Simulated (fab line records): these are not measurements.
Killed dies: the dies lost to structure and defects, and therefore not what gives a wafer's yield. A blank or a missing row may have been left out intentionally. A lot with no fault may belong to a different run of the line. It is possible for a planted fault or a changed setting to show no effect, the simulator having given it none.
fab line records ; flow n5Finfet
record: lots: 6; wafers: 18; lastDay: 19
route steps=1938 shown WELL_APT@50 PMOS_HMC_CHANNEL_EPI@57 PASSIVATION@1936
lots that met no fault: taken from a fault-free run of the same line
startH: hours from the record's opening day to when the first of the lot's shown wafers began ; waitH: time in hours since the lot's previous step ; " as in the row above ; L1.1+2: several wafers, shown together as one row ; - either no value or no given start ; * or withheld: withheld ; < > ~ a bound
route shown NAME@n: names a module that has steps shown in the file, with the first one's number in the route ; usual: average and standard deviation across the fault-free wafers ; same: alike in all rows ; chamber/n: place in a boat ; sites: the reading at each site ; _std_site: standard deviation across them ; _edge_site: inner sites' mean taken away from outer sites' mean ; radiusMm: for every site, how far away it sits from the centre of the wafer ; mask NAME#n: copy n ; behind: the most recent tool/chamber to have shaped the wafer ; hold: why the lot was held/for how many hours/how that ended ; device: names the non-switching transistor (n, p or np) ; end of line: the same wafers' tests at the end of the route ; for a step that has no rows: nothing shown but its recipe ; killed: dies that structure and defects cost at the first sort, which is not the same as the wafer's yield ; map: the dies of a wafer, with x for killed, . for not killed, _ for no die there
set.NAME: the run value of the setting; set.NAME@STEP: its run value at that earlier step ; model.NAME: the simulator's own value behind a step, which no gauge read
certain route steps with their lots: each step a table, each wafer a row
services: when a tool's chamber went out of use (startH, in hours from the record's first day, below 0 if earlier), for how many hours, and the reason
== steps ==
step: N5_WELL_APT_RTA_34
recipe: tempC: 1000; timeS: 10; ambient: N2; idleTempC: 600; rampUpCPerS: 150; rampDownCPerS: 60; coolToC: 600
usual: lampPowerPct: 13.00/0.056; lamp_zone_5_pct: 12.998/0.026; wafer_temp_C_max: 1003.6/0.99
lot.wafer;tool;chamber;startH;waitH;lampPowerPct;lamp_zone_5_pct;wafer_temp_C_max
L252.1;rtpAnneal-01;0;22.64;0.1;12.87;12.976;1002.3
L252.2;rtpAnneal-01;0;22.64;0.1;13.01;12.954;1003.9
L252.5;rtpAnneal-01;0;22.64;0.1;12.94;12.996;1002.4
L254.1;rtpAnneal-02;0;34.43;0.1;12.98;12.944;1001.9
L254.2;rtpAnneal-02;0;34.43;0.1;12.93;12.980;1002.9
L254.6;rtpAnneal-02;0;34.43;0.1;12.91;13.009;1003.9
L257.3;rtpAnneal-02;0;51.71;0.1;13.03;13.015;1003.7
L257.4;rtpAnneal-02;0;51.71;0.1;13.05;13.009;1003.2
L257.5;rtpAnneal-02;0;51.71;0.1;12.98;13.030;1002.6
L260.1;rtpAnneal-02;0;72.23;0.0;12.93;12.974;1005.5
L260.5;rtpAnneal-02;0;72.23;0.0;13.11;13.035;1003.1
L260.6;rtpAnneal-02;0;72.23;0.0;12.89;12.982;1003.8
L265.2;rtpAnneal-01;0;100.10;0.0;13.00;13.001;1002.9
L265.5;rtpAnneal-01;0;100.10;0.0;12.98;12.956;1001.5
L265.6;rtpAnneal-01;0;100.10;0.0;12.93;13.020;1002.7
L269.2;rtpAnneal-01;0;123.95;0.0;13.10;13.027;1004.3
L269.5;rtpAnneal-01;0;123.95;0.0;12.92;12.988;1004.5
L269.6;rtpAnneal-01;0;123.95;0.0;13.05;12.975;1003.7
step: N5_WELL_APT_OXIDE_STRIP_42
recipe: chemistry: dHF; dilution: 25:1; timeS: 45; tempC: 25; target: SiO2; targetDepthA: 120
step: N5_WELL_APT_PRECLEAN_36
recipe: chemistry: O3/DIW; timeS: 45; tempC: 22; o3Ppm: 10
step: N5_WELL_APT_PRECLEAN_39
recipe: chemistry: dHF; timeS: 60; dilution: 150:1; tempC: 25
step: N5_WELL_APT_SRD_37
recipe: dry: ipaMarangoni; doPpb: 5; timeS: 30; tempC: 23; rinseLiquid: diw
step: N5_WELL_APT_EPI_41
recipe: material: Si; targetThkA: 500; tempC: 650; precursor: SiH4/H2; pressureTorr: 20; timeS: 297.7
usual: throttleValvePct: 11.26/0.26
lot.wafer;tool;chamber;startH;waitH;throttleValvePct
L252.1;epiRpcvd-02;0;22.88;0.0;11.14
L252.2;epiRpcvd-02;0;22.88;0.0;11.43
L252.5;epiRpcvd-02;0;22.88;0.0;11.01
L254.1;epiRpcvd-02;0;34.67;0.0;11.08
L254.2;epiRpcvd-02;0;34.67;0.0;11.29
L254.6;epiRpcvd-02;0;34.67;0.0;11.23
L257.3;epiRpcvd-03;0;52.11;0.2;11.67
L257.4;epiRpcvd-03;0;52.11;0.2;11.63
L257.5;epiRpcvd-03;0;52.11;0.2;11.68
L260.1;epiRpcvd-02;0;72.47;0.0;11.30
L260.5;epiRpcvd-02;0;72.47;0.0;11.12
L260.6;epiRpcvd-02;0;72.47;0.0;11.12
L265.2;epiRpcvd-02;0;100.50;0.2;11.46
L265.5;epiRpcvd-02;0;100.50;0.2;11.55
L265.6;epiRpcvd-02;0;100.50;0.2;11.13
L269.2;epiRpcvd-02;0;124.31;0.2;11.35
L269.5;epiRpcvd-02;0;124.31;0.2;11.49
L269.6;epiRpcvd-02;0;124.31;0.2;11.26
step: N5_WELL_APT_INSPECT_38
recipe: inspectInstrument: darkfield; mode: postEpi
usual: rawDefectCount: 13/5
lot.wafer;tool;chamber;startH;waitH;rawDefectCount
L252.1;defectInspect-01;-;23.72;0.7;4
L252.2;defectInspect-01;-;23.72;0.7;16
L252.5;defectInspect-01;-;23.72;0.7;17
L254.1;defectInspect-02;-;35.31;0.5;8
L254.2;defectInspect-02;-;35.31;0.5;11
L254.6;defectInspect-02;-;35.31;0.5;10
L257.3;defectInspect-02;-;52.55;0.3;11
L257.4;defectInspect-02;-;52.55;0.3;14
L257.5;defectInspect-02;-;52.55;0.3;10
L260.1;defectInspect-01;-;73.31;0.7;11
L260.5;defectInspect-01;-;73.31;0.7;21
L260.6;defectInspect-01;-;73.31;0.7;12
L265.2;defectInspect-02;-;101.42;0.7;17
L265.5;defectInspect-02;-;101.42;0.7;17
L265.6;defectInspect-02;-;101.42;0.7;12
L269.2;defectInspect-02;-;125.02;0.6;17
L269.5;defectInspect-02;-;125.02;0.6;17
L269.6;defectInspect-02;-;125.02;0.6;22
step: N5_PMOS_HMC_CHANNEL_EPI_HM_DEP_34
recipe: material: SiO2; targetThkA: 360; tempC: 400; precursor: TEOS/O2; pressureTorr: 6.5; rfW: 900; teosFlowSccm: 161.4; gas: O2; flowSccm: 2650; timeS: 6.9
usual: heaterPowerW: 483/69; rfFwdPowerW: 885/4.8; showerheadPlenumPTorr: 8.323/0.028; throttleValvePct: 19.2/1.2
lot.wafer;tool;chamber;startH;waitH;heaterPowerW;rfFwdPowerW;showerheadPlenumPTorr;throttleValvePct
L252.1;pecvd-02;2;23.76;0.0;511;881;8.333;17.9
L252.2;pecvd-02;0;23.76;0.0;481;887;8.316;19.9
L252.5;pecvd-02;2;23.76;0.0;506;884;8.326;17.9
L254.1;pecvd-04;1;35.35;0.0;506;882;8.341;20.0
L254.2;pecvd-04;2;35.35;0.0;564;893;8.282;18.5
L254.6;pecvd-04;0;35.35;0.0;520;890;8.273;18.7
L257.3;pecvd-01;1;52.58;0.0;460;889;8.374;20.9
L257.4;pecvd-01;0;52.58;0.0;494;884;8.316;18.0
L257.5;pecvd-01;1;52.58;0.0;466;887;8.348;21.0
L260.1;pecvd-02;0;73.35;0.0;446;887;8.308;20.1
L260.5;pecvd-02;1;73.35;0.0;473;881;8.331;20.5
L260.6;pecvd-02;0;73.35;0.0;464;885;8.307;20.1
L265.2;pecvd-01;0;101.46;0.0;602;885;8.339;17.9
L265.5;pecvd-01;0;101.46;0.0;602;886;8.335;18.1
L265.6;pecvd-01;2;101.46;0.0;439;875;8.319;17.7
L269.2;pecvd-01;2;125.05;0.0;376;878;8.293;17.8
L269.5;pecvd-01;1;125.05;0.0;517;890;8.392;21.3
L269.6;pecvd-01;0;125.05;0.0;634;886;8.330;18.0
step: N5_PMOS_HMC_CHANNEL_EPI_COAT_31
recipe: resist: BARC; tempC: 205; timeS: 60; spinRpm: 1500; resistThkNm: 66
step: N5_PMOS_HMC_CHANNEL_EPI_COAT_03
recipe: resist: CAR-ArF-block; spinRpm: 1500; resistThkNm: 205
step: N5_PMOS_HMC_CHANNEL_EPI_EBR_05
recipe: solvent: PGMEA; ebrWidthMm: 1.5
step: N5_PMOS_HMC_CHANNEL_EPI_SOFTBAKE_04
recipe: tempC: 110; timeS: 60; resist: CAR-ArF-block
step: N5_PMOS_HMC_CHANNEL_EPI_EXPOSE_06
recipe: maskId: PMOS_HMC_BLK; na: 1.35; sourceShape: conventional; sigmaOuter: 0.8; polarization: unpolarized; targetCdNm: 240; doseMj: 41
usual: focusOffsetNm: -0.1/0.49
same: sigmaOuter: 0.8
lot.wafer;tool;chamber;startH;waitH;mask;focusOffsetNm;model.PMOS_HMC_CHANNEL_EPI.overlayXNm
L252.1;arfiScanner-02;0;23.91;-;PMOS_HMC_BLK#0;0.0;-0.2869
L252.2;arfiScanner-02;0;23.91;-;PMOS_HMC_BLK#0;0.7;-0.2869
L252.5;arfiScanner-02;0;23.91;-;PMOS_HMC_BLK#0;-0.3;-0.2869
L254.1;arfiScanner-02;0;35.63;-;PMOS_HMC_BLK#0;-0.8;-0.185
L254.2;arfiScanner-02;0;35.63;-;PMOS_HMC_BLK#0;-0.2;-0.185
L254.6;arfiScanner-02;0;35.63;-;PMOS_HMC_BLK#0;-0.3;-0.185
L257.3;arfiScanner-01;0;52.88;-;PMOS_HMC_BLK#0;-0.1;0.3653
L257.4;arfiScanner-01;0;52.88;-;PMOS_HMC_BLK#0;0.9;0.3653
L257.5;arfiScanner-01;0;52.88;-;PMOS_HMC_BLK#0;0.4;0.3653
L260.1;arfiScanner-03;0;73.50;-;PMOS_HMC_BLK#0;-0.3;-0.4785
L260.5;arfiScanner-03;0;73.50;-;PMOS_HMC_BLK#0;-0.4;-0.4785
L260.6;arfiScanner-03;0;73.50;-;PMOS_HMC_BLK#0;-0.4;-0.4785
L265.2;arfiScanner-01;0;101.74;-;PMOS_HMC_BLK#0;0.3;39.33
L265.5;arfiScanner-01;0;101.74;-;PMOS_HMC_BLK#0;-0.3;39.33
L265.6;arfiScanner-01;0;101.74;-;PMOS_HMC_BLK#0;0.1;39.33
L269.2;arfiScanner-01;0;125.34;-;PMOS_HMC_BLK#0;0.3;39.1
L269.5;arfiScanner-01;0;125.34;-;PMOS_HMC_BLK#0;0.3;39.1
L269.6;arfiScanner-01;0;125.34;-;PMOS_HMC_BLK#0;-0.6;39.1
step: N5_PMOS_HMC_CHANNEL_EPI_PEB_07
recipe: pebTempC: 110; pebTimeS: 60; resist: CAR-ArF-block
step: N5_PMOS_HMC_CHANNEL_EPI_DEVELOP_08
recipe: developTimeS: 30; developer: TMAH; resist: CAR-ArF-block; devTempC: 23; rinseLiquid: diw; dry: airSpin
step: N5_PMOS_HMC_CHANNEL_EPI_CD_MEAS_09
recipe: targetCdNm: 237.4; landingEnergyEv: 500; detector: seInlens
usual: cdNm: 238.3/1
lot.wafer;tool;chamber;startH;waitH;cdNm
L252.1;cdSem-02;0;24.03;-;238.7
L252.2;cdSem-02;0;24.03;-;238.3
L252.5;cdSem-02;0;24.03;-;239.3
L254.1;cdSem-03;0;35.75;-;240.0
L254.2;cdSem-03;0;35.75;-;238.6
L254.6;cdSem-03;0;35.75;-;240.3
L257.3;cdSem-01;0;52.99;-;238.2
L257.4;cdSem-01;0;52.99;-;237.3
L257.5;cdSem-01;0;52.99;-;237.2
L260.1;cdSem-01;0;73.62;-;239.9
L260.5;cdSem-01;0;73.62;-;238.5
L260.6;cdSem-01;0;73.62;-;238.6
L265.2;cdSem-03;0;101.86;-;238.8
L265.5;cdSem-03;0;101.86;-;239.4
L265.6;cdSem-03;0;101.86;-;237.8
L269.2;cdSem-02;0;125.46;-;238.2
L269.5;cdSem-02;0;125.46;-;237.2
L269.6;cdSem-02;0;125.46;-;237.2
step: N5_PMOS_HMC_CHANNEL_EPI_OVL_MEAS_10
recipe: pointsPerWafer: 44
usual: PMOS_HMC_BLK_OVL: -0.5/0.74
lot.wafer;tool;chamber;startH;waitH;PMOS_HMC_BLK_OVL[nm]
L252.1;overlay-02;0;24.06;0.0;-1.6
L252.2;overlay-02;0;24.06;0.0;0.9
L252.5;overlay-02;0;24.06;0.0;-1.1
L254.1;overlay-01;0;35.78;0.0;-0.7
L254.2;overlay-01;0;35.78;0.0;0.6
L254.6;overlay-01;0;35.78;0.0;-0.5
L257.3;overlay-01;0;53.02;0.0;0.3
L257.4;overlay-01;0;53.02;0.0;0.2
L257.5;overlay-01;0;53.02;0.0;0.2
L260.1;overlay-02;0;73.65;0.0;-1.3
L260.5;overlay-02;0;73.65;0.0;-1.1
L260.6;overlay-02;0;73.65;0.0;-0.2
L265.2;overlay-01;0;101.89;0.0;38.9
L265.5;overlay-01;0;101.89;0.0;39.4
L265.6;overlay-01;0;101.89;0.0;39.5
L269.2;overlay-01;0;125.49;0.0;39.2
L269.5;overlay-01;0;125.49;0.0;38.8
L269.6;overlay-01;0;125.49;0.0;38.4
step: N5_PMOS_HMC_CHANNEL_EPI_INSPECT_11
recipe: mode: adi; inspectInstrument: macro
usual: rawDefectCount: 2.0/1.3
lot.wafer;tool;chamber;startH;waitH;rawDefectCount
L252.1;defectInspect-02;-;24.09;0.0;3
L252.2;defectInspect-02;-;24.09;0.0;1
L252.5;defectInspect-02;-;24.09;0.0;3
L254.1;defectInspect-01;-;35.80;0.0;2
L254.2;defectInspect-01;-;35.80;0.0;0
L254.6;defectInspect-01;-;35.80;0.0;4
L257.3;defectInspect-02;-;53.04;0.0;0
L257.4;defectInspect-02;-;53.04;0.0;0
L257.5;defectInspect-02;-;53.04;0.0;0
L260.1;defectInspect-02;-;73.68;0.0;1
L260.5;defectInspect-02;-;73.68;0.0;2
L260.6;defectInspect-02;-;73.68;0.0;0
L265.2;defectInspect-02;-;101.92;0.0;4
L265.5;defectInspect-02;-;101.92;0.0;2
L265.6;defectInspect-02;-;101.92;0.0;2
L269.2;defectInspect-02;-;125.51;0.0;2
L269.5;defectInspect-02;-;125.51;0.0;1
L269.6;defectInspect-02;-;125.51;0.0;1
step: N5_PASSIVATION_PROBE_49
usual: killed_at_M0_to_M3: 34/11; killed_at_M4_up: 14/5.6; killedAtContacts: 13/5.9; killedAtFrontEnd: 40/11; killedAtOther: 4/3.1; killedDies: 105/16; killedOpen: 68/11; killedShort: 34/8.4
same: grossDies: 1180; killedAtBackSide: 0
lot.wafer;tool;chamber;startH;waitH;killed_at_M0_to_M3;killed_at_M4_up;killedAtContacts;killedAtFrontEnd;killedAtOther;killedDies;killedOpen;killedShort
L254.1;prober-01;-;300.08;0.0;30;19;7;34;1;91;66;25
L254.2;prober-01;-;300.13;0.1;32;16;7;36;6;97;64;30
L254.6;prober-01;-;300.33;0.3;30;23;6;35;1;95;67;28
L260.1;prober-01;-;346.00;0.0;42;13;16;27;1;99;57;40
L260.5;prober-01;-;346.20;0.2;38;18;7;40;2;105;60;45
L260.6;prober-01;-;346.25;0.3;47;13;10;66;3;139;85;46
L265.6;prober-02;-;381.13;0.3;42;10;12;39;9;112;71;37
L269.2;prober-02;-;464.43;0.1;35;18;10;41;5;109;71;33
L269.5;prober-02;-;464.58;0.2;38;15;4;48;3;108;76;32
L269.6;prober-02;-;464.63;0.3;42;15;7;42;2;108;72;31
killed by level:class
L254.1 STI_FIN_REVEAL:geometricParticle:open=13 BEOL_M0_SAQP:geometricParticle:open=8 BEOL_M2:geometricParticle:open=8 BEOL_M5:geometricParticle:open=6 MOL_CONTACT_COAG:geometricParticle:open=6 FIN_SAQP:geometricParticle:open=5 BEOL_M4:geometricParticle:open=5 BEOL_M0_SAQP:geometricParticle:short=5
L254.2 FIN_SAQP:geometricParticle:open=9 BEOL_M2:geometricParticle:open=9 BEOL_M0_SAQP:geometricParticle:open=7 BEOL_M0_SAQP:geometricParticle:short=7 FIN_SAQP:geometricParticle:short=6 BEOL_M4:geometricParticle:open=6 DUMMY_GATE:geometricParticle:open=4 MOL_CONTACT_COAG:geometricParticle:open=4
L254.6 BEOL_M2:geometricParticle:open=14 BEOL_M4:geometricParticle:open=10 FIN_SAQP:geometricParticle:short=7 DUMMY_GATE:geometricParticle:open=7 MOL_CONTACT_COAG:geometricParticle:open=6 FIN_SAQP:geometricParticle:open=5 STI_FIN_REVEAL:geometricParticle:open=5 GATE_CUT:geometricParticle:short=4
L260.1 BEOL_M2:geometricParticle:open=10 MOL_CONTACT_COAG:geometricParticle:open=9 BEOL_M0_SAQP:geometricParticle:open=9 BEOL_M0_SAQP:geometricParticle:short=8 BEOL_M1:geometricParticle:short=8 FIN_SAQP:geometricParticle:short=5 FIN_SAQP:geometricParticle:open=5 MOL_CONTACT_COAG:geometricParticle:short=5
L260.5 BEOL_M4:geometricParticle:open=14 BEOL_M0_SAQP:geometricParticle:short=12 FIN_SAQP:geometricParticle:short=10 GATE_CUT:geometricParticle:short=8 BEOL_M0_SAQP:geometricParticle:open=7 MOL_CONTACT_COAG:geometricParticle:open=7 GATE_CUT:geometricParticle:open=6 FIN_SAQP:geometricParticle:open=4
L260.6 FIN_SAQP:geometricParticle:open=22 BEOL_M0_SAQP:geometricParticle:short=15 BEOL_M0_SAQP:geometricParticle:open=14 STI_FIN_REVEAL:geometricParticle:open=8 GATE_CUT:geometricParticle:open=8 HKMG_FIN:areaEtch=7 GATE_CUT:geometricParticle:short=6 MOL_CONTACT_COAG:geometricParticle:open=6
L265.6 MOL_CONTACT_COAG:geometricParticle:open=12 BEOL_M0_SAQP:geometricParticle:short=11 FIN_SAQP:geometricParticle:open=10 BEOL_M2:geometricParticle:open=10 BEOL_M0_SAQP:geometricParticle:open=9 BEOL_M1:geometricParticle:open=9 STI_FIN_REVEAL:geometricParticle:open=6 GATE_CUT:geometricParticle:short=5
L269.2 BEOL_M2:geometricParticle:open=9 BEOL_M3:geometricParticle:open=9 FIN_SAQP:geometricParticle:open=8 MOL_CONTACT_COAG:geometricParticle:open=8 BEOL_M4:geometricParticle:open=6 DUMMY_GATE:geometricParticle:open=5 ILD0:geometricParticle:short=5 BEOL_M2:geometricParticle:short=5
L269.5 BEOL_M3:geometricParticle:open=12 STI_FIN_REVEAL:geometricParticle:open=10 FIN_SAQP:geometricParticle:open=9 DUMMY_GATE:geometricParticle:open=7 BEOL_M0_SAQP:geometricParticle:open=7 BEOL_M4:geometricParticle:open=6 BEOL_M0_SAQP:geometricParticle:short=5 STARTING-WAFER:geometricParticle:open=5
L269.6 BEOL_M0_SAQP:geometricParticle:open=11 FIN_SAQP:geometricParticle:open=9 BEOL_M3:geometricParticle:open=8 ILD0:geometricParticle:open=7 STI_FIN_REVEAL:geometricParticle:open=6 MOL_CONTACT_COAG:geometricParticle:open=6 BEOL_M0_SAQP:geometricParticle:short=6 FIN_SAQP:geometricParticle:short=5
== services ==
tool;chamber;startH;hours;kind
pecvd-01;0;9.58;8.7;repair
epiRpcvd-02;-;14.39;1.7;repair
arfiScanner-03;-;23.02;3.1;pm
arfiScanner-01;-;23.23;1.8;repair
arfiScanner-01;-;28.72;0.8;pm
arfiScanner-01;-;30.77;1.0;pm
arfiScanner-02;-;32.22;0.8;repair
arfiScanner-03;-;33.31;1.0;pm
arfiScanner-02;-;43.49;120.0;pm
epiRpcvd-02;-;47.74;1.7;repair
arfiScanner-01;-;49.72;2.0;repair
pecvd-04;-;68.07;1.5;repair
arfiScanner-03;-;86.37;1.3;pm
arfiScanner-03;-;87.67;0.8;pm
pecvd-01;-;88.76;2.8;repair
pecvd-02;0;93.59;4.7;repair
pecvd-01;-;94.07;6.0;pm
arfiScanner-03;-;99.57;1.0;pm
pecvd-02;-;101.28;1.1;repair
epiRpcvd-02;-;105.14;0.7;repair
arfiScanner-01;-;105.51;4.9;pm
pecvd-02;2;110.89;8.5;repair
arfiScanner-01;-;118.40;1.3;pm
arfiScanner-01;-;119.70;1.0;pm
== key ==
firstSign: step: N5_PMOS_HMC_CHANNEL_EPI_OVL_MEAS_10; reading: PMOS_HMC_BLK_OVL; direction: up; sigmas: 53; usual: -0.5; struck: 39.0
effect none on later readings
modelEffect: step: N5_PMOS_HMC_CHANNEL_EPI_EXPOSE_06; value: PMOS_HMC_CHANNEL_EPI.overlayXNm; without: -0.5472; struck: 39.22
metAt N5_PMOS_HMC_CHANNEL_EPI_EXPOSE_06
struckWafers L265.2,L265.5,L265.6,L269.2,L269.5,L269.6
testerLeftOut L265,L269
onsetBetween 52.88 101.74
alsoFits time
fault: kind: scannerMatchingOverlay; tool: arfiScanner-01; chamber: -; onsetH: 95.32; steps: N5_PMOS_HMC_CHANNEL_EPI_EXPOSE_06; offset: 39.762
testerLeftOut: of these lots the tester's yield and bins aren't shown, on N5 and GAA mostly nor the transistor test; their killed dies are dies lost to structure and defects alone, not to doping, threshold or leakage, so they don't give the yield
